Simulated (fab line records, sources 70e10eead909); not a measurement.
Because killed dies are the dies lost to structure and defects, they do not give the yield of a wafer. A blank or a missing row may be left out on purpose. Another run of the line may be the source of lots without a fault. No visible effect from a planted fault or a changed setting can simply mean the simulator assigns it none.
What tool caused it? / flow nand_harc / Sampling: 14 lots, 42 wafers, 5 of 1159 route steps

WHAT EACH GAUGE READ, for each wafer
NHARC_A_CONTACT_OVL_MEAS_43. Usual: overlay_x_nm 0.1 nm, standard deviation 0.91; overlay_y_nm -0.4 nm, standard deviation 0.79.
lot=L574; measured=day 16 10:43; on=overlay-02; overlay_x_nm (nm)=0.5 1.6 1.8; overlay_y_nm (nm)=0.9 -0.3 -0.4; flag=
lot=L575; measured=day 16 20:47; on=overlay-01; overlay_x_nm (nm)=-0.1 -0.6 -0.7; overlay_y_nm (nm)=0.0 -0.2 -0.5; flag=
lot=L576; measured=day 17 04:31; on=overlay-01; overlay_x_nm (nm)=1.0 0.4 0.7; overlay_y_nm (nm)=0.2 0.2 -1.2; flag=
lot=L577; measured=day 17 08:22; on=overlay-01; overlay_x_nm (nm)=-1.4 -1.0 -1.6; overlay_y_nm (nm)=0.9 0.5 0.3; flag=
lot=L581; measured=day 17 16:40; on=overlay-02; overlay_x_nm (nm)=-0.5 -0.8 -0.5; overlay_y_nm (nm)=-1.7 -2.0 -1.8; flag=
lot=L579; measured=day 17 22:09; on=overlay-01; overlay_x_nm (nm)=0.9 0.0 -0.6; overlay_y_nm (nm)=-1.6 -1.0 -1.0; flag=
lot=L584; measured=day 18 22:32; on=overlay-01; overlay_x_nm (nm)=0.5 0.5 0.7; overlay_y_nm (nm)=0.7 0.9 0.7; flag=
lot=L585; measured=day 19 11:18; on=overlay-02; overlay_x_nm (nm)=0.4 0.8 0.3; overlay_y_nm (nm)=-0.8 -1.2 -0.8; flag=
lot=L587; measured=day 20 14:32; on=overlay-02; overlay_x_nm (nm)=-0.2 -0.2 0.2; overlay_y_nm (nm)=-0.2 -0.6 0.2; flag=
lot=L586; measured=day 20 16:16; on=overlay-02; overlay_x_nm (nm)=-0.1 -0.7 -0.3; overlay_y_nm (nm)=-1.3 -1.9 -1.3; flag=
lot=L588; measured=day 20 18:56; on=overlay-02; overlay_x_nm (nm)=1.3 1.4 1.0; overlay_y_nm (nm)=-0.6 -0.4 -0.2; flag=
lot=L590; measured=day 21 10:30; on=overlay-01; overlay_x_nm (nm)=-1.7 -1.5 -1.1; overlay_y_nm (nm)=1.4 2.0 1.4; flag=
lot=L596; measured=day 21 21:32; on=overlay-02; overlay_x_nm (nm)=-0.5 -1.0 -0.5; overlay_y_nm (nm)=-0.3 -0.1 0.0; flag=
lot=L597; measured=day 22 12:32; on=overlay-02; overlay_x_nm (nm)=-0.6 -0.6 -1.1; overlay_y_nm (nm)=-1.5 -1.2 -0.7; flag=

NHARC_END_SORT_01. Usual: killed_at_array 24, standard deviation 8.7; killed_at_other 0.8, standard deviation 1.2; killed_at_periphery 3.6, standard deviation 2.3; killed_dies 28, standard deviation 8.9; killed_open 3.2, standard deviation 1.9; killed_short 2.0, standard deviation 1.6.
lot=L585; measured=day 22 22:02; on=prober-01; killed_at_array=19 19 17; killed_at_other=0 1 0; killed_at_periphery=6 4 3; killed_dies=25 24 20; killed_open=3 7 0; killed_short=1 1 0; flag=
lot=L586; measured=day 24 01:56; on=prober-02; killed_at_array=669 665 670; killed_at_other=4 2 1; killed_at_periphery=4 10 6; killed_dies=677 677 677; killed_open=3 6 3; killed_short=4 3 1; flag=OFF
lot=L588; measured=day 24 01:56; on=prober-01; killed_at_array=676 675 674; killed_at_other=1 1 0; killed_at_periphery=0 1 3; killed_dies=677 677 677; killed_open=1 3 8; killed_short=0 0 1; flag=OFF

TOOL THAT RAN EACH LOT (tool first, then ch and the chambers of the sampled wafers, then the start)
lot=L574; NHARC_A_CONTACT_ETCH_112=har_cap_etch-01 ch 0,1, day 16 12:18; NHARC_A_CONTACT_ETCH_113=har_cap_etch-01 ch 0,1, day 16 12:23; NHARC_A_CONTACT_ETCH_118=har_cap_etch-01 ch 0,1, day 16 12:51
lot=L575; NHARC_A_CONTACT_ETCH_112=har_cap_etch-02 ch 0,1, day 16 22:29; NHARC_A_CONTACT_ETCH_113=har_cap_etch-02 ch 0,1, day 16 22:35; NHARC_A_CONTACT_ETCH_118=har_cap_etch-02 ch 0,1, day 16 23:02
lot=L576; NHARC_A_CONTACT_ETCH_112=har_cap_etch-03 ch 0,1, day 17 06:19; NHARC_A_CONTACT_ETCH_113=har_cap_etch-03 ch 0,1, day 17 06:25; NHARC_A_CONTACT_ETCH_118=har_cap_etch-03 ch 0,1, day 17 06:52
lot=L577; NHARC_A_CONTACT_ETCH_112=har_cap_etch-02 ch 0,1, day 17 10:03; NHARC_A_CONTACT_ETCH_113=har_cap_etch-02 ch 0,1, day 17 10:08; NHARC_A_CONTACT_ETCH_118=har_cap_etch-02 ch 0,1, day 17 10:36
lot=L581; NHARC_A_CONTACT_ETCH_112=har_cap_etch-03 ch 0,1, day 17 18:15; NHARC_A_CONTACT_ETCH_113=har_cap_etch-03 ch 0,1, day 17 18:20; NHARC_A_CONTACT_ETCH_118=har_cap_etch-03 ch 0,1, day 17 18:47
lot=L579; NHARC_A_CONTACT_ETCH_112=har_cap_etch-01 ch 0,1, day 17 23:44; NHARC_A_CONTACT_ETCH_113=har_cap_etch-01 ch 0,1, day 17 23:49; NHARC_A_CONTACT_ETCH_118=har_cap_etch-01 ch 0,1, day 18 00:17
lot=L584; NHARC_A_CONTACT_ETCH_112=har_cap_etch-01 ch 0,1, day 19 00:07; NHARC_A_CONTACT_ETCH_113=har_cap_etch-01 ch 0,1, day 19 00:12; NHARC_A_CONTACT_ETCH_118=har_cap_etch-01 ch 0,1, day 19 00:39
lot=L585; NHARC_A_CONTACT_ETCH_112=har_cap_etch-03 ch 0,1, day 19 13:22; NHARC_A_CONTACT_ETCH_113=har_cap_etch-03 ch 0,1, day 19 13:28; NHARC_A_CONTACT_ETCH_118=har_cap_etch-03 ch 0,1, day 19 13:55
lot=L587; NHARC_A_CONTACT_ETCH_112=har_cap_etch-01 ch 0,1, day 20 16:10; NHARC_A_CONTACT_ETCH_113=har_cap_etch-01 ch 0,1, day 20 16:16; NHARC_A_CONTACT_ETCH_118=har_cap_etch-01 ch 0,1, day 20 16:43
lot=L586; NHARC_A_CONTACT_ETCH_112=har_cap_etch-03 ch 0,1, day 20 17:50; NHARC_A_CONTACT_ETCH_113=har_cap_etch-03 ch 0,1, day 20 17:56; NHARC_A_CONTACT_ETCH_118=har_cap_etch-03 ch 0,1, day 20 18:23
lot=L588; NHARC_A_CONTACT_ETCH_112=har_cap_etch-02 ch 0,1, day 20 20:32; NHARC_A_CONTACT_ETCH_113=har_cap_etch-02 ch 0,1, day 20 20:37; NHARC_A_CONTACT_ETCH_118=har_cap_etch-02 ch 0,1, day 20 21:04
lot=L590; NHARC_A_CONTACT_ETCH_112=har_cap_etch-03 ch 0,1, day 21 12:08; NHARC_A_CONTACT_ETCH_113=har_cap_etch-03 ch 0,1, day 21 12:16; NHARC_A_CONTACT_ETCH_118=har_cap_etch-03 ch 0,1, day 21 12:52
lot=L596; NHARC_A_CONTACT_ETCH_112=har_cap_etch-01 ch 0,1, day 21 23:07; NHARC_A_CONTACT_ETCH_113=har_cap_etch-01 ch 0,1, day 21 23:13; NHARC_A_CONTACT_ETCH_118=har_cap_etch-01 ch 0,1, day 21 23:40
lot=L597; NHARC_A_CONTACT_ETCH_112=har_cap_etch-03 ch 0,1, day 22 14:17; NHARC_A_CONTACT_ETCH_113=har_cap_etch-03 ch 0,1, day 22 14:25; NHARC_A_CONTACT_ETCH_118=har_cap_etch-03 ch 0,1, day 22 15:01
- NHARC_A_CONTACT_ETCH_112: etches the open film in C4F8/O2/Ar, time 94 s, target depth 922 nm.
- NHARC_A_CONTACT_ETCH_113: etches the open film in C4F8/O2/Ar, time 94 s, target depth 922 nm.
- NHARC_A_CONTACT_ETCH_118: etches the open film in C4F8/O2/Ar, time 94 s, target depth 922 nm.

AS READ BY THE TOOLS THEMSELVES (means over the sampled wafers that have a number; for cases with no such wafer, the mark the record gives instead)
NHARC_A_CONTACT_ETCH_112. Usual: chamber_pressure_mTorr 20.000 mTorr, standard deviation 0.02; oes_air_line_au 1.003 a.u., standard deviation 0.02.
lot=L574; tool=har_cap_etch-01; chamber_pressure_mTorr (mTorr)=19.994; oes_air_line_au (a.u.)=0.985; flag=
lot=L575; tool=har_cap_etch-02; chamber_pressure_mTorr (mTorr)=19.996; oes_air_line_au (a.u.)=1.016; flag=
lot=L576; tool=har_cap_etch-03; chamber_pressure_mTorr (mTorr)=19.999; oes_air_line_au (a.u.)=0.994; flag=
lot=L577; tool=har_cap_etch-02; chamber_pressure_mTorr (mTorr)=20.001; oes_air_line_au (a.u.)=0.986; flag=
lot=L581; tool=har_cap_etch-03; chamber_pressure_mTorr (mTorr)=19.998; oes_air_line_au (a.u.)=1.007; flag=
lot=L579; tool=har_cap_etch-01; chamber_pressure_mTorr (mTorr)=20.000; oes_air_line_au (a.u.)=1.001; flag=
lot=L584; tool=har_cap_etch-01; chamber_pressure_mTorr (mTorr)=19.998; oes_air_line_au (a.u.)=1.001; flag=
lot=L585; tool=har_cap_etch-03; chamber_pressure_mTorr (mTorr)=19.990; oes_air_line_au (a.u.)=0.996; flag=
lot=L587; tool=har_cap_etch-01; chamber_pressure_mTorr (mTorr)=20.004; oes_air_line_au (a.u.)=1.001; flag=
lot=L586; tool=har_cap_etch-03; chamber_pressure_mTorr (mTorr)=-; oes_air_line_au (a.u.)=-; flag=OFF
lot=L588; tool=har_cap_etch-02; chamber_pressure_mTorr (mTorr)=-; oes_air_line_au (a.u.)=-; flag=OFF
lot=L590; tool=har_cap_etch-03; chamber_pressure_mTorr (mTorr)=20.017; oes_air_line_au (a.u.)=1.000; flag=
lot=L596; tool=har_cap_etch-01; chamber_pressure_mTorr (mTorr)=19.985; oes_air_line_au (a.u.)=1.019; flag=
lot=L597; tool=har_cap_etch-03; chamber_pressure_mTorr (mTorr)=19.994; oes_air_line_au (a.u.)=0.993; flag=

NHARC_A_CONTACT_ETCH_113. Usual: chamber_pressure_mTorr 20.002 mTorr, standard deviation 0.017; oes_air_line_au 1.001 a.u., standard deviation 0.02.
lot=L574; tool=har_cap_etch-01; chamber_pressure_mTorr (mTorr)=20.014; oes_air_line_au (a.u.)=1.003; flag=
lot=L575; tool=har_cap_etch-02; chamber_pressure_mTorr (mTorr)=19.999; oes_air_line_au (a.u.)=1.013; flag=
lot=L576; tool=har_cap_etch-03; chamber_pressure_mTorr (mTorr)=20.015; oes_air_line_au (a.u.)=0.993; flag=
lot=L577; tool=har_cap_etch-02; chamber_pressure_mTorr (mTorr)=19.990; oes_air_line_au (a.u.)=1.005; flag=
lot=L581; tool=har_cap_etch-03; chamber_pressure_mTorr (mTorr)=20.000; oes_air_line_au (a.u.)=0.973; flag=
lot=L579; tool=har_cap_etch-01; chamber_pressure_mTorr (mTorr)=19.992; oes_air_line_au (a.u.)=0.984; flag=
lot=L584; tool=har_cap_etch-01; chamber_pressure_mTorr (mTorr)=20.013; oes_air_line_au (a.u.)=0.989; flag=
lot=L585; tool=har_cap_etch-03; chamber_pressure_mTorr (mTorr)=19.998; oes_air_line_au (a.u.)=0.991; flag=
lot=L587; tool=har_cap_etch-01; chamber_pressure_mTorr (mTorr)=19.993; oes_air_line_au (a.u.)=1.001; flag=
lot=L586; tool=har_cap_etch-03; chamber_pressure_mTorr (mTorr)=20.012; oes_air_line_au (a.u.)=0.996; flag=
lot=L588; tool=har_cap_etch-02; chamber_pressure_mTorr (mTorr)=20.004; oes_air_line_au (a.u.)=1.004; flag=
lot=L590; tool=har_cap_etch-03; chamber_pressure_mTorr (mTorr)=20.007; oes_air_line_au (a.u.)=0.994; flag=
lot=L596; tool=har_cap_etch-01; chamber_pressure_mTorr (mTorr)=19.998; oes_air_line_au (a.u.)=1.017; flag=
lot=L597; tool=har_cap_etch-03; chamber_pressure_mTorr (mTorr)=19.994; oes_air_line_au (a.u.)=0.995; flag=

NHARC_A_CONTACT_ETCH_118. Usual: chamber_pressure_mTorr 20.000 mTorr, standard deviation 0.02; oes_air_line_au 1.002 a.u., standard deviation 0.022.
lot=L574; tool=har_cap_etch-01; chamber_pressure_mTorr (mTorr)=19.975; oes_air_line_au (a.u.)=1.003; flag=
lot=L575; tool=har_cap_etch-02; chamber_pressure_mTorr (mTorr)=20.014; oes_air_line_au (a.u.)=1.006; flag=
lot=L576; tool=har_cap_etch-03; chamber_pressure_mTorr (mTorr)=19.984; oes_air_line_au (a.u.)=1.015; flag=
lot=L577; tool=har_cap_etch-02; chamber_pressure_mTorr (mTorr)=19.996; oes_air_line_au (a.u.)=1.024; flag=
lot=L581; tool=har_cap_etch-03; chamber_pressure_mTorr (mTorr)=20.000; oes_air_line_au (a.u.)=0.994; flag=
lot=L579; tool=har_cap_etch-01; chamber_pressure_mTorr (mTorr)=19.994; oes_air_line_au (a.u.)=0.992; flag=
lot=L584; tool=har_cap_etch-01; chamber_pressure_mTorr (mTorr)=19.993; oes_air_line_au (a.u.)=1.007; flag=
lot=L585; tool=har_cap_etch-03; chamber_pressure_mTorr (mTorr)=20.017; oes_air_line_au (a.u.)=0.985; flag=
lot=L587; tool=har_cap_etch-01; chamber_pressure_mTorr (mTorr)=19.995; oes_air_line_au (a.u.)=0.985; flag=
lot=L586; tool=har_cap_etch-03; chamber_pressure_mTorr (mTorr)=20.008; oes_air_line_au (a.u.)=1.012; flag=
lot=L588; tool=har_cap_etch-02; chamber_pressure_mTorr (mTorr)=19.988; oes_air_line_au (a.u.)=0.994; flag=
lot=L590; tool=har_cap_etch-03; chamber_pressure_mTorr (mTorr)=20.001; oes_air_line_au (a.u.)=0.991; flag=
lot=L596; tool=har_cap_etch-01; chamber_pressure_mTorr (mTorr)=19.973; oes_air_line_au (a.u.)=1.010; flag=
lot=L597; tool=har_cap_etch-03; chamber_pressure_mTorr (mTorr)=19.989; oes_air_line_au (a.u.)=1.016; flag=

THE ANSWER, worked out from the rows above alone
Rule: take the mean of a lot's wafers that have a number; if it is more than 3 standard deviations from the usual mean, the lot is off. Also off: a lot with no number at a reading for which 4 or more lots have one. Any other lot the step has rows for is counted as sound. Order of review: gauges by route order, followed by the tools' own readings, for which a lot's mean as printed above is used. At the first step where some lot is off, the reading lying furthest off is the one used; lots without a number count as furthest.
Off: L586, L588 (NHARC_END_SORT_01, killed_at_array). Neither off nor sound, because the step has no rows for them: L574, L575, L576, L577, L581, L579, L584, L587, L590, L596, L597.
If a tool, at a process step before that reading, ran all the lots that are off and no sound lot after the first of them, it fits. Not tried: the gauges at NHARC_END_SORT_01; whatever is off there is also off at NHARC_A_CONTACT_ETCH_112, on other tools, and gauge error can't account for it. None of those tried fits.

WHAT WAS PUT IN BY THE SIMULATOR
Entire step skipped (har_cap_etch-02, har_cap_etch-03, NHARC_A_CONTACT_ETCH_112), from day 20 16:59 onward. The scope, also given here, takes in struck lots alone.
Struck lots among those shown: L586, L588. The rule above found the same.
